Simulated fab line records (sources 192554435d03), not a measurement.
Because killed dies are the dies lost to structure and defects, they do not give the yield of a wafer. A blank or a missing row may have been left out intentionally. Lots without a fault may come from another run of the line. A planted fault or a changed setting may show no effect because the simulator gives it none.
fab line records + flow n5Finfet
[record]
- lots = 7
- wafers = 39
route steps=1938 shown WELL_APT@39 PMOS_HMC_CHANNEL_EPI@78 FIN_SAQP@102 DUMMY_GATE@237 MOL_CONTACT_COAG@559
startH: start of the lot's first displayed wafer, in hours after the record's first day + waitH: time in hours since the lot's previous step + " repeats the value in the row above + L1.1+2: a row that stands for several wafers + - no value present, or no start provided + * or withheld: withheld + < > ~ a bound
route shown NAME@n: NAME is a module with steps in the file, n the number in the route of the first one + usual: mean/standard deviation of fault-free wafers + same: alike in all rows + chamber/n: place in a boat + sites: each site's reading + _std_site: the standard deviation of these + _edge_site: inner sites' mean taken away from outer sites' mean + radiusMm: how far each site lies from the wafer's centre + mask NAME#n: copy n + behind: the tool/chamber that last shaped the wafer + hold: what put the lot on hold/how long, in hours/how the hold closed + device: which transistor (n, p or np) failed to switch + end of line: the tests these same wafers got at the end of their route + for a step that has no rows: nothing shown but its recipe + killed: dies lost to structure and defects at the first sort, not the wafer's yield + map: a wafer's dies, marking killed ones x, the rest . and places with no die _
set.NAME: the setting as run; set.NAME@STEP: as run at that earlier step + model.NAME: the simulator's own value behind a step, which no gauge read
one table per step and one row per wafer, for lots whose settings were changed on purpose
[[steps]]
[step N5_WELL_APT_EXPOSE_22]
[recipe]
- maskId = PWELL
- na = 0.8
- sourceShape = conventional
- sigmaOuter = 0.8
- polarization = unpolarized
- defocusNm = 0
- targetCdNm = 200
- doseMj = 23.2
| lot.wafer        | tool          | chamber | startH | waitH | mask    | set.doseMj |
|------------------|---------------|---------|--------|-------|---------|------------|
| L079.1+2+4       | krfScanner-01 | 0       | 45.44  | -     | PWELL#0 | 23.2       |
| L079.3+5+6       | "             | 0       | "      | "     | PWELL#0 | 21.7       |
| L080.1+2+4       | krfScanner-02 | 0       | 51.37  | -     | PWELL#0 | 23.2       |
| L080.3+5+6       | "             | 0       | "      | "     | PWELL#0 | 22.65      |
| L081.1+2+4       | krfScanner-02 | 0       | 56.80  | -     | PWELL#0 | 23.73      |
| L081.3+5+6       | "             | 0       | "      | "     | PWELL#0 | 23.2       |
| L085.1+3+5       | krfScanner-02 | 0       | 80.65  | -     | PWELL#0 | 25.05      |
| L085.2+4+6       | "             | 0       | "      | "     | PWELL#0 | 23.2       |
| L087.1+2+3+4+5+6 | krfScanner-01 | 0       | 92.67  | -     | PWELL#0 | 23.2       |
| L091.3+5+6       | krfScanner-02 | 0       | 116.78 | -     | PWELL#0 | 23.2       |
| L097.1+2+5       | krfScanner-01 | 0       | 152.52 | -     | PWELL#0 | 23.2       |
| L097.3+4+6       | "             | 0       | "      | "     | PWELL#0 | 24.53      |
[step N5_WELL_APT_PEB_23]
[recipe]
- pebTempC = 130
- pebTimeS = 90
[step N5_WELL_APT_DEVELOP_24]
[recipe]
- developTimeS = 45
- rinseLiquid = surfactantRinse
- dry = airSpin
- devTempC = 21
[step N5_WELL_APT_HARDBAKE_29]
[recipe]
- tempC = 130
- timeS = 120
[step N5_WELL_APT_CD_MEAS_25]
[recipe]
- targetCdNm = 200
- landingEnergyEv = 500
- detector = seInlens
[usual]
- cdNm = 200.6/2
| lot.wafer | tool     | chamber | startH | waitH | set.doseMj@WELL_APT_EXPOSE_22 | cdNm  |
|-----------|----------|---------|--------|-------|-------------------------------|-------|
| L079.1    | cdSem-02 | 0       | 45.61  | -     | 23.2                          | 201.5 |
| L079.2    | "        | 0       | "      | "     | 23.2                          | 203.1 |
| L079.3    | "        | 0       | "      | "     | 21.7                          | 189.5 |
| L079.4    | "        | 0       | "      | "     | 23.2                          | 200.3 |
| L079.5    | "        | 0       | "      | "     | 21.7                          | 187.5 |
| L079.6    | "        | 0       | "      | "     | 21.7                          | 187.1 |
| L080.1    | cdSem-02 | 0       | 51.55  | -     | 23.2                          | 199.4 |
| L080.2    | "        | 0       | "      | "     | 23.2                          | 202.7 |
| L080.3    | "        | 0       | "      | "     | 22.65                         | 197.5 |
| L080.4    | "        | 0       | "      | "     | 23.2                          | 201.1 |
| L080.5    | "        | 0       | "      | "     | 22.65                         | 198.1 |
| L080.6    | "        | 0       | "      | "     | 22.65                         | 196.1 |
| L081.1    | cdSem-02 | 0       | 56.97  | -     | 23.73                         | 206.5 |
| L081.2    | "        | 0       | "      | "     | 23.73                         | 204.2 |
| L081.3    | "        | 0       | "      | "     | 23.2                          | 201.1 |
| L081.4    | "        | 0       | "      | "     | 23.73                         | 202.9 |
| L081.5    | "        | 0       | "      | "     | 23.2                          | 204.6 |
| L081.6    | "        | 0       | "      | "     | 23.2                          | 203.2 |
| L085.1    | cdSem-01 | 0       | 80.82  | -     | 25.05                         | 216.1 |
| L085.2    | "        | 0       | "      | "     | 23.2                          | 201.0 |
| L085.3    | "        | 0       | "      | "     | 25.05                         | 218.1 |
| L085.4    | "        | 0       | "      | "     | 23.2                          | 201.5 |
| L085.5    | "        | 0       | "      | "     | 25.05                         | 216.6 |
| L085.6    | "        | 0       | "      | "     | 23.2                          | 200.7 |
| L087.1    | cdSem-02 | 0       | 92.84  | -     | 23.2                          | 198.8 |
| L087.2    | "        | 0       | "      | "     | 23.2                          | 200.0 |
| L087.3    | "        | 0       | "      | "     | 23.2                          | 202.4 |
| L087.4    | "        | 0       | "      | "     | 23.2                          | 198.4 |
| L087.5    | "        | 0       | "      | "     | 23.2                          | 199.1 |
| L087.6    | "        | 0       | "      | "     | 23.2                          | 201.0 |
| L091.3    | cdSem-01 | 0       | 116.94 | -     | 23.2                          | 201.1 |
| L091.5    | "        | 0       | "      | "     | 23.2                          | 201.1 |
| L091.6    | "        | 0       | "      | "     | 23.2                          | 198.9 |
| L097.1    | cdSem-01 | 0       | 152.69 | -     | 23.2                          | 198.5 |
| L097.2    | "        | 0       | "      | "     | 23.2                          | 196.9 |
| L097.3    | "        | 0       | "      | "     | 24.53                         | 211.8 |
| L097.4    | "        | 0       | "      | "     | 24.53                         | 209.7 |
| L097.5    | "        | 0       | "      | "     | 23.2                          | 199.8 |
| L097.6    | "        | 0       | "      | "     | 24.53                         | 211.7 |
[step N5_WELL_APT_DESCUM_30]
[recipe]
- chemistry = O2
- timeS = 7.9
- sourcePowerW = 50
- biasPowerW = 20
- pressureMtorr = 20
- rfFrequencyHz = 2.712e+07
- tempC = 40
- o2FlowSccm = 225
| lot.wafer | tool       | chamber | startH | waitH | set.doseMj@WELL_APT_EXPOSE_22 | model.WELL_APT.cdNm |
|-----------|------------|---------|--------|-------|-------------------------------|---------------------|
| L079.1    | rieDiel-02 | 3       | 46.05  | 0.4   | 23.2                          | 201.1               |
| L079.2    | "          | 1       | "      | "     | 23.2                          | 202.9               |
| L079.3    | "          | 0       | "      | "     | 21.7                          | 189.3               |
| L079.4    | "          | 2       | "      | "     | 23.2                          | 200                 |
| L079.5    | "          | 0       | "      | "     | 21.7                          | 187.5               |
| L079.6    | "          | 3       | "      | "     | 21.7                          | 186.8               |
| L080.1    | rieDiel-02 | 1       | 51.63  | 0.0   | 23.2                          | 199.6               |
| L080.2    | "          | 3       | "      | "     | 23.2                          | 202.6               |
| L080.3    | "          | 2       | "      | "     | 22.65                         | 197.4               |
| L080.4    | "          | 2       | "      | "     | 23.2                          | 200.9               |
| L080.5    | "          | 1       | "      | "     | 22.65                         | 198.1               |
| L080.6    | "          | 3       | "      | "     | 22.65                         | 196                 |
| L081.1    | rieDiel-04 | 2       | 57.06  | 0.0   | 23.73                         | 206.8               |
| L081.2    | "          | 1       | "      | "     | 23.73                         | 204.6               |
| L081.3    | "          | 0       | "      | "     | 23.2                          | 201.1               |
| L081.4    | "          | 2       | "      | "     | 23.73                         | 203                 |
| L081.5    | "          | 1       | "      | "     | 23.2                          | 204.9               |
| L081.6    | "          | 0       | "      | "     | 23.2                          | 202.8               |
| L085.1+5  | rieDiel-01 | 0,2     | 80.91  | 0.0   | 25.05                         | 216                 |
| L085.2    | "          | 2       | "      | "     | 23.2                          | 200.8               |
| L085.3    | "          | 3       | "      | "     | 25.05                         | 217.6               |
| L085.4    | "          | 1       | "      | "     | 23.2                          | 201.4               |
| L085.6    | "          | 3       | "      | "     | 23.2                          | 200.5               |
| L087.1    | rieDiel-04 | 2       | 93.07  | 0.2   | 23.2                          | 198.6               |
| L087.2    | "          | 1       | "      | "     | 23.2                          | 200.1               |
| L087.3    | "          | 0       | "      | "     | 23.2                          | 202.2               |
| L087.4+5  | "          | 3,2     | "      | "     | 23.2                          | 198.8               |
| L087.6    | "          | 3       | "      | "     | 23.2                          | 200.8               |
| L091.3    | rieDiel-02 | 2       | 117.03 | 0.0   | 23.2                          | 201.2               |
| L091.5    | "          | 2       | "      | "     | 23.2                          | 201.1               |
| L091.6    | "          | 3       | "      | "     | 23.2                          | 198.5               |
| L097.1    | rieDiel-02 | 2       | 153.15 | 0.4   | 23.2                          | 198                 |
| L097.2    | "          | 0       | "      | "     | 23.2                          | 197.3               |
| L097.3    | "          | 3       | "      | "     | 24.53                         | 211.8               |
| L097.4    | "          | 1       | "      | "     | 24.53                         | 209.9               |
| L097.5    | "          | 3       | "      | "     | 23.2                          | 199.6               |
| L097.6    | "          | 0       | "      | "     | 24.53                         | 211.7               |
[step N5_PMOS_HMC_CHANNEL_EPI_EPI_20]
[recipe]
- material = SiGe30
- maskMaterial = SiO2
- pressureTorr = 20
- targetThkA = 590
- tempC = 600
| lot.wafer | tool        | chamber | startH | waitH | set.tempC | model.SiGe30_of_PMOS_HMC_CHANNEL_EPI_EPI_20.thkNm |
|-----------|-------------|---------|--------|-------|-----------|---------------------------------------------------|
| L079.1    | epiRpcvd-04 | 0       | 48.73  | 0.0   | 600       | 59.77                                             |
| L079.2    | "           | 0       | "      | "     | 603.7     | 63.66                                             |
| L079.3    | "           | 0       | "      | "     | 600       | 59.38                                             |
| L079.4    | "           | 0       | "      | "     | 600       | 59.15                                             |
| L079.5    | "           | 0       | "      | "     | 603.7     | 63.55                                             |
| L079.6    | "           | 0       | "      | "     | 603.7     | 64.39                                             |
| L080.1    | epiRpcvd-01 | 0       | 54.45  | 0.0   | 600       | 58.73                                             |
| L080.2    | "           | 0       | "      | "     | 600       | 57.93                                             |
| L080.3    | "           | 0       | "      | "     | 600       | 58.06                                             |
| L080.4    | "           | 0       | "      | "     | 600       | 58.55                                             |
| L080.5    | "           | 0       | "      | "     | 600       | 58.23                                             |
| L080.6    | "           | 0       | "      | "     | 600       | 59.51                                             |
| L081.1    | epiRpcvd-03 | 0       | 60.14  | 0.0   | 600       | 59.17                                             |
| L081.2    | "           | 0       | "      | "     | 600       | 58.56                                             |
| L081.3    | "           | 0       | "      | "     | 600       | 59.11                                             |
| L081.4    | "           | 0       | "      | "     | 600       | 58.47                                             |
| L081.5    | "           | 0       | "      | "     | 600       | 58.6                                              |
| L081.6    | "           | 0       | "      | "     | 600       | 59.98                                             |
| L085.1    | epiRpcvd-03 | 0       | 83.78  | 0.0   | 600       | 59.49                                             |
| L085.2    | "           | 0       | "      | "     | 600       | 59.73                                             |
| L085.3    | "           | 0       | "      | "     | 600       | 59.32                                             |
| L085.4    | "           | 0       | "      | "     | 597.3     | 56.74                                             |
| L085.5    | "           | 0       | "      | "     | 597.3     | 56.28                                             |
| L085.6    | "           | 0       | "      | "     | 597.3     | 56.31                                             |
| L087.1    | epiRpcvd-04 | 0       | 96.12  | 0.0   | 600       | 59.94                                             |
| L087.2    | "           | 0       | "      | "     | 604.3     | 65.16                                             |
| L087.3    | "           | 0       | "      | "     | 604.3     | 64.48                                             |
| L087.4    | "           | 0       | "      | "     | 600       | 59.86                                             |
| L087.5    | "           | 0       | "      | "     | 604.3     | 64.67                                             |
| L087.6    | "           | 0       | "      | "     | 600       | 59.97                                             |
| L091.3    | epiRpcvd-03 | 0       | 120.43 | 0.4   | 600       | 60.45                                             |
| L091.5    | "           | 0       | "      | "     | 600       | 59.19                                             |
| L091.6    | "           | 0       | "      | "     | 600       | 59.29                                             |
| L097.1    | epiRpcvd-01 | 0       | 155.95 | 0.0   | 600       | 60.08                                             |
| L097.2    | "           | 0       | "      | "     | 595.9     | 55.59                                             |
| L097.3    | "           | 0       | "      | "     | 595.9     | 55.57                                             |
| L097.4    | "           | 0       | "      | "     | 600       | 59.5                                              |
| L097.5    | "           | 0       | "      | "     | 595.9     | 55.55                                             |
| L097.6    | "           | 0       | "      | "     | 600       | 58.93                                             |
[step N5_FIN_SAQP_HM_DEP_72]
[recipe]
- material = SiO2
- targetThkA = 120
- tempC = 400
- precursor = SiH4/N2O
- pressureTorr = 0.75
- rfW = 275
- timeS = 7.2
| lot.wafer | tool     | chamber | startH | waitH | set.timeS | model.SiO2_of_FIN_SAQP_HM_DEP_72.thkNm |
|-----------|----------|---------|--------|-------|-----------|----------------------------------------|
| L079.1    | pecvd-04 | 1       | 51.74  | 0.0   | 7.2       | 11.97                                  |
| L079.2    | "        | 0       | "      | "     | 7.896     | 12.81                                  |
| L079.3    | "        | 2       | "      | "     | 7.2       | 11.82                                  |
| L079.4    | "        | 1       | "      | "     | 7.896     | 13.27                                  |
| L079.5    | "        | 0       | "      | "     | 7.2       | 11.84                                  |
| L079.6    | "        | 2       | "      | "     | 7.896     | 13.22                                  |
| L080.1    | pecvd-02 | 2       | 57.63  | 0.0   | 7.2       | 11.91                                  |
| L080.2+3  | "        | 0,1     | "      | "     | 7.2       | 12.05                                  |
| L080.4    | "        | 2       | "      | "     | 7.2       | 12.28                                  |
| L080.5    | "        | 0       | "      | "     | 7.2       | 12.14                                  |
| L080.6    | "        | 1       | "      | "     | 7.2       | 12.3                                   |
| L081.1    | pecvd-02 | 1       | 63.21  | 0.0   | 7.2       | 11.88                                  |
| L081.2    | "        | 0       | "      | "     | 7.2       | 11.6                                   |
| L081.3    | "        | 2       | "      | "     | 6.592     | 10.8                                   |
| L081.4    | "        | 1       | "      | "     | 6.592     | 10.94                                  |
| L081.5    | "        | 0       | "      | "     | 7.2       | 11.83                                  |
| L081.6    | "        | 2       | "      | "     | 6.592     | 10.92                                  |
| L085.1    | pecvd-04 | 1       | 87.10  | 0.0   | 7.779     | 12.96                                  |
| L085.2    | "        | 2       | "      | "     | 7.2       | 11.88                                  |
| L085.3    | "        | 0       | "      | "     | 7.779     | 12.71                                  |
| L085.4    | "        | 2       | "      | "     | 7.779     | 12.97                                  |
| L085.5    | "        | 0       | "      | "     | 7.2       | 12.02                                  |
| L085.6    | "        | 1       | "      | "     | 7.2       | 12.31                                  |
| L087.1    | pecvd-04 | 1       | 100.21 | 0.0   | 7.2       | 11.96                                  |
| L087.2+5  | "        | 0       | "      | "     | 7.988     | 13.26                                  |
| L087.3    | "        | 2       | "      | "     | 7.2       | 11.82                                  |
| L087.4    | "        | 1       | "      | "     | 7.2       | 12.18                                  |
| L087.6    | "        | 2       | "      | "     | 7.988     | 13.51                                  |
| L091.3    | pecvd-01 | 1       | 123.02 | 0.0   | 7.2       | 11.8                                   |
| L091.5    | "        | 1       | "      | "     | 7.2       | 12.06                                  |
| L091.6    | "        | 0       | "      | "     | 7.2       | 12.1                                   |
| L097.1    | pecvd-04 | 0       | 159.11 | 0.0   | 7.2       | 11.65                                  |
| L097.2    | "        | 2       | "      | "     | 6.882     | 11.18                                  |
| L097.3    | "        | 1       | "      | "     | 6.882     | 11.09                                  |
| L097.4    | "        | 2       | "      | "     | 6.882     | 11.35                                  |
| L097.5    | "        | 0       | "      | "     | 7.2       | 11.83                                  |
| L097.6    | "        | 1       | "      | "     | 7.2       | 12.01                                  |
[step N5_FIN_SAQP_COAT_49]
[recipe]
- resist = SOC
- tempC = 250
- timeS = 60
- spinRpm = 1500
- resistThkNm = 100
[step N5_FIN_SAQP_COAT_50]
[recipe]
- resist = SiARC
- tempC = 220
- timeS = 60
- spinRpm = 1500
- resistThkNm = 35
[step N5_FIN_SAQP_ETCH_52]
[recipe]
- chemistry = N2/H2
- target = SOC
- targetDepthA = 1000
- overetchA = 200
- maskMaterial = SiARC
- tempC = 40
- timeS = 150
- ionEnergyEv = 200
- pressureMtorr = 30
- sourceW = 840
- biasW = 150
- n2FlowSccm = 200
- h2FlowSccm = 200
- ends = endPoint
[step N5_FIN_SAQP_STRIP_53]
[recipe]
- chemistry = N2/H2
- tempC = 40
- n2FlowSccm = 200
- h2FlowSccm = 200
- rfFrequencyHz = 6e+07
[step N5_FIN_SAQP_HM_OPEN_73]
[recipe]
- chemistry = CHF3/O2
- target = SiO2
- stopOn = a-Si
- targetDepthA = 120
- overEtchFrac = 1.8
- maskMaterial = SOC
- timeS = 16.8
- pressureMtorr = 30
- sourceW = 650
- biasW = 170
- Ar_flow_sccm = 200
- CHF3_flow_sccm = 50
- O2_flow_sccm = 5
- ionEnergyEv = 200
- ends = endPoint
| lot.wafer | tool       | chamber | startH | waitH | set.timeS@FIN_SAQP_HM_DEP_72 | model.etch.depthNm |
|-----------|------------|---------|--------|-------|------------------------------|--------------------|
| L079.1    | rieDiel-02 | 2       | 52.60  | 0.0   | 7.2                          | 11.97              |
| L079.2    | "          | 1       | "      | "     | 7.896                        | 12.81              |
| L079.3    | "          | 3       | "      | "     | 7.2                          | 11.82              |
| L079.4    | "          | 2       | "      | "     | 7.896                        | 13.27              |
| L079.5    | "          | 3       | "      | "     | 7.2                          | 11.84              |
| L079.6    | "          | 1       | "      | "     | 7.896                        | 13.22              |
| L080.1    | rieDiel-04 | 1       | 59.07  | 0.0   | 7.2                          | 11.91              |
| L080.2+3  | "          | 2,0     | "      | "     | 7.2                          | 12.05              |
| L080.4    | "          | 2       | "      | "     | 7.2                          | 12.28              |
| L080.5    | "          | 0       | "      | "     | 7.2                          | 12.14              |
| L080.6    | "          | 1       | "      | "     | 7.2                          | 12.3               |
| L081.1    | rieDiel-01 | 3       | 63.95  | 0.0   | 7.2                          | 11.88              |
| L081.2    | "          | 2       | "      | "     | 7.2                          | 11.6               |
| L081.3    | "          | 0       | "      | "     | 6.592                        | 10.8               |
| L081.4    | "          | 1       | "      | "     | 6.592                        | 10.94              |
| L081.5    | "          | 1       | "      | "     | 7.2                          | 11.83              |
| L081.6    | "          | 0       | "      | "     | 6.592                        | 10.92              |
| L085.1    | rieDiel-02 | 0       | 87.99  | 0.0   | 7.779                        | 12.96              |
| L085.2    | "          | 1       | "      | "     | 7.2                          | 11.88              |
| L085.3    | "          | 2       | "      | "     | 7.779                        | 12.71              |
| L085.4    | "          | 3       | "      | "     | 7.779                        | 12.97              |
| L085.5    | "          | 0       | "      | "     | 7.2                          | 12.02              |
| L085.6    | "          | 1       | "      | "     | 7.2                          | 12.31              |
| L087.1    | rieDiel-01 | 2       | 101.12 | 0.0   | 7.2                          | 11.96              |
| L087.2+5  | "          | 1,2     | "      | "     | 7.988                        | 13.26              |
| L087.3    | "          | 3       | "      | "     | 7.2                          | 11.82              |
| L087.4    | "          | 0       | "      | "     | 7.2                          | 12.18              |
| L087.6    | "          | 3       | "      | "     | 7.988                        | 13.51              |
| L091.3    | rieDiel-01 | 3       | 123.79 | 0.0   | 7.2                          | 11.8               |
| L091.5    | "          | 0       | "      | "     | 7.2                          | 12.06              |
| L091.6    | "          | 3       | "      | "     | 7.2                          | 12.1               |
| L097.1    | rieDiel-04 | 3       | 159.85 | 0.0   | 7.2                          | 11.65              |
| L097.2    | "          | 1       | "      | "     | 6.882                        | 11.18              |
| L097.3    | "          | 0       | "      | "     | 6.882                        | 11.09              |
| L097.4    | "          | 1       | "      | "     | 6.882                        | 11.35              |
| L097.5    | "          | 0       | "      | "     | 7.2                          | 11.83              |
| L097.6    | "          | 3       | "      | "     | 7.2                          | 12.01              |
[step N5_DUMMY_GATE_ETCH_37]
[recipe]
- chemistry = N2/H2
- target = SOC
- targetDepthA = 600
- overetchA = 300
- tempC = 40
- ionEnergyEv = 200
- pressureMtorr = 30
- sourceW = 840
- biasW = 150
- n2FlowSccm = 200
- h2FlowSccm = 200
[usual]
- rfVppV = 524.3/2.2
| lot.wafer | tool       | chamber | startH | waitH | set.sourceW | rfVppV |
|-----------|------------|---------|--------|-------|-------------|--------|
| L079.1    | rieDiel-05 | 2       | 76.49  | 0.0   | 933.4       | 506.7  |
| L079.2    | "          | 1       | "      | "     | 933.4       | 503.7  |
| L079.3    | "          | 3       | "      | "     | 840         | 523.8  |
| L079.4    | "          | 0       | "      | "     | 840         | 523.5  |
| L079.5    | "          | 3       | "      | "     | 840         | 524.0  |
| L079.6    | "          | 2       | "      | "     | 933.4       | 507.3  |
| L080.1    | rieDiel-06 | 3       | 84.92  | 0.0   | 840         | 528.3  |
| L080.2    | "          | 0       | "      | "     | 840         | 527.2  |
| L080.3    | "          | 2       | "      | "     | 840         | 524.7  |
| L080.4    | "          | 1       | "      | "     | 840         | 519.8  |
| L080.5    | "          | 3       | "      | "     | 840         | 528.1  |
| L080.6    | "          | 0       | "      | "     | 840         | 529.1  |
| L081.1    | rieDiel-03 | 1       | 89.12  | 0.0   | 768.7       | 538.4  |
| L081.2    | "          | 3       | "      | "     | 840         | 527.8  |
| L081.3    | "          | 2       | "      | "     | 840         | 520.7  |
| L081.4    | "          | 0       | "      | "     | 840         | 525.3  |
| L081.5    | "          | 1       | "      | "     | 768.7       | 539.0  |
| L081.6    | "          | 2       | "      | "     | 768.7       | 537.0  |
| L085.1    | rieDiel-03 | 1       | 111.93 | 0.0   | 686.8       | 558.7  |
| L085.2    | "          | 3       | "      | "     | 840         | 527.8  |
| L085.3    | "          | 2       | "      | "     | 686.8       | 558.7  |
| L085.4    | "          | 0       | "      | "     | 840         | 524.3  |
| L085.5    | "          | 0       | "      | "     | 840         | 524.7  |
| L085.6    | "          | 1       | "      | "     | 686.8       | 558.5  |
| L087.1    | rieDiel-05 | 3       | 124.94 | 0.0   | 840         | 523.3  |
| L087.2    | "          | 2       | "      | "     | 840         | 524.9  |
| L087.3    | "          | 0       | "      | "     | 840         | 523.0  |
| L087.4    | "          | 1       | "      | "     | 840         | 522.1  |
| L087.5    | "          | 1       | "      | "     | 840         | 522.4  |
| L087.6    | "          | 0       | "      | "     | 840         | 524.0  |
| L091.3    | rieDiel-03 | 2       | 147.74 | 0.0   | 840         | 522.0  |
| L091.5    | "          | 3       | "      | "     | 840         | 526.5  |
| L091.6    | "          | 2       | "      | "     | 840         | 520.7  |
| L097.1    | rieDiel-06 | 3       | 185.57 | 0.0   | 762.5       | 544.6  |
| L097.2    | "          | 1       | "      | "     | 762.5       | 535.8  |
| L097.3    | "          | 2       | "      | "     | 840         | 525.0  |
| L097.4    | "          | 0       | "      | "     | 762.5       | 542.8  |
| L097.5    | "          | 3       | "      | "     | 840         | 528.2  |
| L097.6    | "          | 0       | "      | "     | 840         | 527.2  |
[step N5_DUMMY_GATE_ETCH_31]
[recipe]
- chemistry = C4F6/O2
- target = SiO2
- maskMaterial = SOC
- targetDepthA = 825
- timeS = 27.5
- ionEnergyEv = 250
- pressureMtorr = 30
- sourceW = 345
- biasW = 185
- Ar_flow_sccm = 300
- C4F6_flow_sccm = 10
- O2_flow_sccm = 10
| lot.wafer | tool       | chamber | startH | waitH | set.targetDepthA | model.etch.depthNm |
|-----------|------------|---------|--------|-------|------------------|--------------------|
| L079.1    | rieDiel-03 | 2       | 76.85  | 0.1   | 919.2            | 92.82              |
| L079.2    | "          | 3       | "      | "     | 825              | 80.97              |
| L079.3    | "          | 1       | "      | "     | 825              | 85.56              |
| L079.4    | "          | 0       | "      | "     | 919.2            | 93.02              |
| L079.5    | "          | 2       | "      | "     | 919.2            | 92.62              |
| L079.6    | "          | 3       | "      | "     | 825              | 80.76              |
| L080.1    | rieDiel-05 | 3       | 85.20  | 0.0   | 825              | 83                 |
| L080.2    | "          | 0       | "      | "     | 825              | 79.86              |
| L080.3    | "          | 2       | "      | "     | 825              | 83.15              |
| L080.4    | "          | 1       | "      | "     | 825              | 82.78              |
| L080.5    | "          | 2       | "      | "     | 825              | 83.24              |
| L080.6    | "          | 1       | "      | "     | 825              | 81.97              |
| L081.1    | rieDiel-06 | 3       | 89.52  | 0.0   | 780.7            | 75.95              |
| L081.2    | "          | 0       | "      | "     | 780.7            | 78.6               |
| L081.3    | "          | 1       | "      | "     | 825              | 84.28              |
| L081.4    | "          | 2       | "      | "     | 825              | 81                 |
| L081.5    | "          | 0       | "      | "     | 825              | 82.46              |
| L081.6    | "          | 3       | "      | "     | 780.7            | 76.5               |
| L085.1    | rieDiel-05 | 0       | 112.32 | 0.2   | 825              | 80.69              |
| L085.2    | "          | 2       | "      | "     | 756              | 76.57              |
| L085.3    | "          | 1       | "      | "     | 756              | 75.98              |
| L085.4    | "          | 3       | "      | "     | 825              | 82.36              |
| L085.5    | "          | 1       | "      | "     | 825              | 82.08              |
| L085.6    | "          | 2       | "      | "     | 756              | 76.77              |
| L087.1    | rieDiel-06 | 2       | 125.22 | 0.0   | 786.5            | 77.17              |
| L087.2    | "          | 3       | "      | "     | 786.5            | 75.91              |
| L087.3    | "          | 0       | "      | "     | 825              | 81.69              |
| L087.4    | "          | 1       | "      | "     | 786.5            | 80.01              |
| L087.5    | "          | 2       | "      | "     | 825              | 81.47              |
| L087.6    | "          | 3       | "      | "     | 825              | 79.4               |
| L091.3    | rieDiel-03 | 0       | 148.02 | 0.0   | 825              | 83.86              |
| L091.5    | "          | 0       | "      | "     | 825              | 83.29              |
| L091.6    | "          | 3       | "      | "     | 825              | 81.06              |
| L097.1    | rieDiel-05 | 2       | 185.85 | 0.0   | 825              | 83.12              |
| L097.2    | "          | 0       | "      | "     | 908.2            | 88.42              |
| L097.3    | "          | 1       | "      | "     | 825              | 83.21              |
| L097.4    | "          | 3       | "      | "     | 908.2            | 89.74              |
| L097.5    | "          | 3       | "      | "     | 825              | 83.06              |
| L097.6    | "          | 0       | "      | "     | 908.2            | 88.69              |
[step N5_MOL_CONTACT_COAG_ALD_27]
[recipe]
- material = SiOC
- targetThkA = 170
- tempC = 400
- aldPrecursorFamily = carbosiloxane
- aldCoReactant = H2-plasma
- pulseTimeS = 1.5
- timeS = 2720
- purgeTimeS = 2
- coReactantPurgeTimeS = 2
- aldCycles = 340
- pressureTorr = 2
| lot.wafer        | tool      | chamber     | startH | waitH | set.aldCycles | model.SiOC_of_MOL_CONTACT_COAG_ALD_27.thkNm |
|------------------|-----------|-------------|--------|-------|---------------|---------------------------------------------|
| L079.1+3+4       | aldSin-01 | 3,1,0       | 125.23 | 0.0   | 304           | 15.2                                        |
| L079.2           | "         | 2           | "      | "     | 340           | 16.8                                        |
| L079.5+6         | "         | 2,1         | "      | "     | 340           | 17                                          |
| L080.1+5         | aldSin-02 | 2           | 135.10 | 0.0   | 304           | 15.2                                        |
| L080.2+3+6       | "         | 3,0,3       | "      | "     | 340           | 17                                          |
| L080.4           | "         | 1           | "      | "     | 304           | 15.4                                        |
| L081.1+4         | aldSin-04 | 0,3         | 137.66 | 0.0   | 340           | 17                                          |
| L081.2           | "         | 2           | "      | "     | 286           | 14.2                                        |
| L081.3           | "         | 1           | "      | "     | 340           | 17.2                                        |
| L081.5+6         | "         | 2,3         | "      | "     | 286           | 14.4                                        |
| L085.1+2+4+6     | aldSin-01 | 1,0,3,3     | 160.51 | 0.4   | 340           | 17                                          |
| L085.3+5         | "         | 2           | "      | "     | 340           | 16.8                                        |
| L087.1+2+5       | aldSin-02 | 0,3,2       | 182.46 | 2.0   | 340           | 17                                          |
| L087.3+4+6       | "         | 1,2,1       | "      | "     | 312           | 15.6                                        |
| L091.3+5+6       | aldSin-02 | 1,0,3       | 194.73 | 0.3   | 340           | 17                                          |
| L097.1+2+3+4+5+6 | aldSin-01 | 1,2,0,3,1,2 | 233.81 | 0.0   | 340           | 17                                          |
[[key]]
[split]
- step = N5_WELL_APT_EXPOSE_22
- setting = doseMj
- stated = 23.2
- by = wafer
[response]
- step = N5_WELL_APT_CD_MEAS_25
- reading = cdNm
- change = +2.01
- per = 1%
- r = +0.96
[response]
- step = N5_WELL_APT_DESCUM_30
- reading = model.WELL_APT.cdNm
- change = +2
- per = 1%
- r = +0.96
[split]
- step = N5_PMOS_HMC_CHANNEL_EPI_EPI_20
- setting = tempC
- stated = 600
- by = wafer
[response]
- step = N5_PMOS_HMC_CHANNEL_EPI_EPI_20
- reading = model.SiGe30_of_PMOS_HMC_CHANNEL_EPI_EPI_20.thkNm
- change = +6.58
- per = 1%
- r = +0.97
[split]
- step = N5_FIN_SAQP_HM_DEP_72
- setting = timeS
- stated = 7.2
- by = wafer
[response]
- step = N5_FIN_SAQP_HM_DEP_72
- reading = model.SiO2_of_FIN_SAQP_HM_DEP_72.thkNm
- change = +0.118
- per = 1%
- r = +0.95
[response]
- step = N5_FIN_SAQP_HM_OPEN_73
- reading = model.etch.depthNm
- change = +0.118
- per = 1%
- r = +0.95
[split]
- step = N5_DUMMY_GATE_ETCH_37
- setting = sourceW
- stated = 840
- by = wafer
[response]
- step = N5_DUMMY_GATE_ETCH_37
- reading = rfVppV
- change = -1.71
- per = 1%
- r = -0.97
[split]
- step = N5_DUMMY_GATE_ETCH_31
- setting = targetDepthA
- stated = 825
- by = wafer
[response]
- step = N5_DUMMY_GATE_ETCH_31
- reading = model.etch.depthNm
- change = +0.754
- per = 1%
- r = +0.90
[split]
- step = N5_MOL_CONTACT_COAG_ALD_27
- setting = aldCycles
- stated = 340
- by = wafer
[response]
- step = N5_MOL_CONTACT_COAG_ALD_27
- reading = model.SiOC_of_MOL_CONTACT_COAG_ALD_27.thkNm
- change = +0.168
- per = 1%
- r = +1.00
